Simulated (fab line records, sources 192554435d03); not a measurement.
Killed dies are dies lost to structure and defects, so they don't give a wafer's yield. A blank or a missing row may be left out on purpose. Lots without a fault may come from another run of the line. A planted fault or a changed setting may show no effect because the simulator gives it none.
Chamber matching | flow n5_finfet | N5_BEOL_M7_CURE_75 on uv_cure-02: 3 sister chambers
The step cures SiCOH lowk, time 120 s. 3 wafers are shown with their chamber, then 12 later ones without.

WAFERS WITH THEIR CHAMBER
wafer  | chamber | wafer_temp_C_max
L085.5 | 0       | 371.3
L084.6 | 1       | 372.2
L090.6 | 2       | 371.9

WAFERS WITHOUT THEIR CHAMBER
wafer  | wafer_temp_C_max
L096.2 | 371.5
L096.4 | 371.7
L096.6 | 371.5
L093.2 | 372.9
L093.5 | 372.1
L093.6 | 371.8
L092.3 | 371.8
L092.5 | 371.6
L092.6 | 371.2
L095.1 | 372.2
L095.3 | 372.1
L095.4 | 371.8

WHICH CHAMBER EACH WENT THROUGH
wafer  | from the rows above          | in truth
L096.2 | can't be placed: 0 or 2 or 1 | 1
L096.4 | can't be placed: 2 or 0 or 1 | 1
L096.6 | can't be placed: 0 or 2 or 1 | 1
L093.2 | can't be placed: 1 or 2      | 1
L093.5 | can't be placed: 1 or 2      | 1
L093.6 | can't be placed: 2 or 1 or 0 | 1
L092.3 | can't be placed: 2 or 1 or 0 | 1
L092.5 | can't be placed: 2 or 0 or 1 | 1
L092.6 | 0                            | 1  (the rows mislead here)
L095.1 | can't be placed: 1 or 2      | 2
L095.3 | can't be placed: 1 or 2      | 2
L095.4 | can't be placed: 2 or 1 or 0 | 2
Placed correctly: 0 of 12. Can't be placed from these rows: 11 (the true chamber is among the candidates in 11). Placed wrongly: 1.
How it was worked out, from the rows above alone: a wafer's distance from a chamber is the root of the sum, over the readings, of the square of ((its reading less the chamber's mean) divided by the reading's scatter). The wafer belongs to the nearest chamber; if the next one is less than 2 further off, it can't be placed. A chamber's mean is the mean of its shown wafers. The scatter: with one shown wafer a chamber, the root of the mean of the squares of how far each hidden wafer lies from its nearest shown one.
